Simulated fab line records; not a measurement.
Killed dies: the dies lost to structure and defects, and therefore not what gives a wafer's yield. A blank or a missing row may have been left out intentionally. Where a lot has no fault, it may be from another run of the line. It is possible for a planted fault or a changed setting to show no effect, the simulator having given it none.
Comparing a struck lot with a sound one    flow n5 finfet    15 out of 1938 route steps
Sound: wafers L365.3, L365.4, L365.5. Struck: wafer L372.3 (left out: L372.5, L372.6 of the same lot, which were not struck); the cause appears at the end.
Order at every step that has rows: each side's tool, ch and its chambers, its first start. Under that, the readings that differ: sound wafers    struck wafers    difference of the means    sigmas: that difference in standard deviations of wafers without a fault.
alike: same words and numbers on both sides, and readings whose means sit less than 2 such deviations apart. not compared: any withheld reading, any reading some wafer has no value for, any bound like >300 that may hide the same value, and any number with overlapping values for which the record gives no deviation.
The two part at a step that has a row with sigmas, a row that says differs or no value, or rows on one side only. Non-overlapping numbers with no deviation appear without sigmas and do not part them. A reading that every wafer of one side lacks parts them only if that side has two wafers or more.

first, 1 step without rows for these wafers: N5_BEOL_M9_DEVELOP_27 (develop time 30 s).
N5_BEOL_M9_CD_MEAS_28 targets a cd of 70 nm.
  sound on cd sem-01 ch 0, day 10 10:36; struck on cd sem-01 ch 0, day 11 20:22
  alike: cd nm
N5_BEOL_M9_OVL_MEAS_29:
  sound on overlay-01 ch 0, day 10 10:38; struck on overlay-01 ch 0, day 11 20:25
  alike: V8_OVL
N5_BEOL_M9_INSPECT_30: inspects for defects (brightfield).
  sound: defect inspect-01 at day 10 10:41; struck: defect inspect-02 at day 11 20:28
  alike: raw defect count
N5_BEOL_M9_DESCUM_33: chemistry O2, time 7 s.
  sound on rie diel-03 ch 0,1,2, day 10 10:43; struck on rie diel-06 ch 3, day 11 20:29
reading                      sound        struck  difference  sigmas
drypump motor current A (A)  4.8 5.2 5.3  6.8     +1.7        +3
  alike: oes product au, rf vpp V, showerhead plenum p Torr, temp c, throttle valve pct
  not compared: rf hours counter h
then, 1 step without rows for these wafers: N5_BEOL_M9_ETCH_76 (etches underlayer in N2/H2, target depth 6.5 nm, time 5.2 s).
N5_BEOL_M9_ETCH_65: etches SiARC in CF4, target depth 15.6 nm, time 26 s.
  sound on rie diel-03 ch 0,1,2, day 10 10:47; struck on rie diel-06 ch 3, day 11 20:32
reading                      sound        struck  difference  sigmas
drypump motor current A (A)  4.8 5.2 5.3  6.8     +1.7        +3
  alike: etch rf on time s, oes product au, rf vpp V, showerhead plenum p Torr, throttle valve pct
  not compared: rf hours counter h
N5_BEOL_M9_ETCH_66: etches SOC in N2/H2, target depth 80 nm, overetch 16 nm, time 120 s.
  sound on rie diel-03 ch 0,1,2, day 10 10:48; struck on rie diel-06 ch 3, day 11 20:34
reading                      sound              struck  difference  sigmas
drypump motor current A (A)  4.8 5.1 5.4        6.8     +1.7        +3
temp c (C)                   39.98 40.17 40.06  39.82   -0.25       -2
  alike: oes product au, rf vpp V, showerhead plenum p Torr, throttle valve pct
  not compared: rf hours counter h
then, 2 steps without rows for these wafers: N5_BEOL_M9_STRIP_69 (strips in N2/H2); N5_BEOL_M9_STRIP_77 (strips in N2/H2).
N5_BEOL_M9_VIA_ETCH_34: etches SiCOH lowk in C4F6/O2, target depth 182.4 nm, time 68.4 s.
  sound on rie diel-03 ch 0,1,2, day 10 10:54; struck on rie diel-06 ch 3, day 11 20:40
reading                      sound        struck  difference  sigmas
drypump motor current A (A)  4.8 5.2 5.3  6.8     +1.7        +3
  alike: oes product au, rf vpp V, showerhead plenum p Torr, throttle valve pct
  not compared: rf hours counter h
then, 1 step without rows for these wafers: N5_BEOL_M9_STRIP_73 (strips in C4F6/O2).
N5_BEOL_M9_STRIP_36: strips in N2/H2.
  sound on rie diel-03 ch 0,1,2, day 10 10:58; struck on rie diel-06 ch 3, day 11 20:44
reading                      sound              struck  difference  sigmas
drypump motor current A (A)  4.8 5.2 5.3        6.8     +1.7        +3
power w (W)                  450.4 449.1 448.0  510.6   +61.4       +47
  alike: oes product au, rf vpp V, showerhead plenum p Torr, temp c, throttle valve pct
  not compared: rf hours counter h
N5_BEOL_M9_TRENCH_ETCH_37: etches SiCOH lowk in C4F6/O2, target depth 151.43 nm, time 49 s.
  sound on rie diel-03 ch 0,1,2; struck on rie diel-06 ch 3
reading                      sound        struck  difference  sigmas
drypump motor current A (A)  4.8 5.2 5.3  6.8     +1.7        +3
  alike: oes product au, rf vpp V, showerhead plenum p Torr, throttle valve pct
  not compared: rf hours counter h
next, for these wafers, 1 step has no rows: N5_PASSIVATION_PROBE_49.

## WHERE THEY PART
Last at N5_BEOL_M9_TRENCH_ETCH_37 as far as this record goes, first at N5_BEOL_M9_DESCUM_33.

WHY: the cause the simulator had injected
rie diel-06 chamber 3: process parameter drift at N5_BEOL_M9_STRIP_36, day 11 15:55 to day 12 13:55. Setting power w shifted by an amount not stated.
